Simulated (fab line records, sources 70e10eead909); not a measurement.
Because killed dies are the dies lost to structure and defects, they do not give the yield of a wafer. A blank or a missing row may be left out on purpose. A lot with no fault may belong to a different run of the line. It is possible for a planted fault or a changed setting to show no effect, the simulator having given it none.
Chamber matching ; flow nand harc ; NHARC_P_M2_PRE_CLEAN_32 on pecvd-03: 3 sister chambers
The step time 12 s. 24 wafers are shown with their chamber, then 12 later ones without.

WAFERS PAIRED WITH THEIR CHAMBERS
wafer;chamber;heater power w (W)
L076.1;1;646
L076.3;2;685
L076.5;0;553
L079.2;0;563
L079.3;1;612
L079.6;0;544
L081.3;0;531
L081.4;2;612
L081.6;1;715
L082.1;0;534
L082.2;1;696
L082.5;2;666
L084.1;0;538
L084.5;2;680
L084.6;1;639
L087.1;1;726
L087.2;2;705
L087.3;0;558
L086.1;1;723
L086.3;0;566
L086.5;0;571
L089.3;0;516
L089.5;2;680
L089.6;1;698

SIGNATURES (averages over the wafers above)
reading;chamber 0;chamber 1;chamber 2;scatter within a chamber
heater power w;547.40;681.88;671.33;31.7
Rule: for each reading, subtract the chamber's mean from the wafer's reading, divide by that reading's scatter and square the result; add these up over the readings and take the root, which gives the wafer's distance from the chamber. If the next closest chamber is less than 2 further off than the closest, the wafer can't be placed; otherwise it belongs to the closest. How the scatter is found: for the shown wafers, subtract from each reading the mean of its chamber, square and add these, divide the total by (wafers less chambers), then take the root.

WAFERS MISSING THEIR CHAMBER
wafer;heater power w (W)
L092.1;589
L092.3;533
L092.4;597
L091.4;551
L091.5;587
L091.6;681
L094.1;643
L094.3;658
L094.6;581
L093.1;558
L093.3;648
L093.4;557

WHICH CHAMBER EACH ONE RAN IN
wafer;from the rows above;in truth
L092.1;can't be placed: 0 or 2 or 1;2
L092.3;0;0
L092.4;can't be placed: 0 or 2 or 1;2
L091.4;0;0
L091.5;can't be placed: 0 or 2 or 1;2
L091.6;can't be placed: 1 or 2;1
L094.1;can't be placed: 2 or 1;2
L094.3;can't be placed: 2 or 1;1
L094.6;can't be placed: 0 or 2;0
L093.1;0;0
L093.3;can't be placed: 2 or 1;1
L093.4;0;0
4 of 12 placed correctly. From these rows, 8 cannot be placed; in 8 the true chamber is one of the candidates. Placed wrongly: 0.
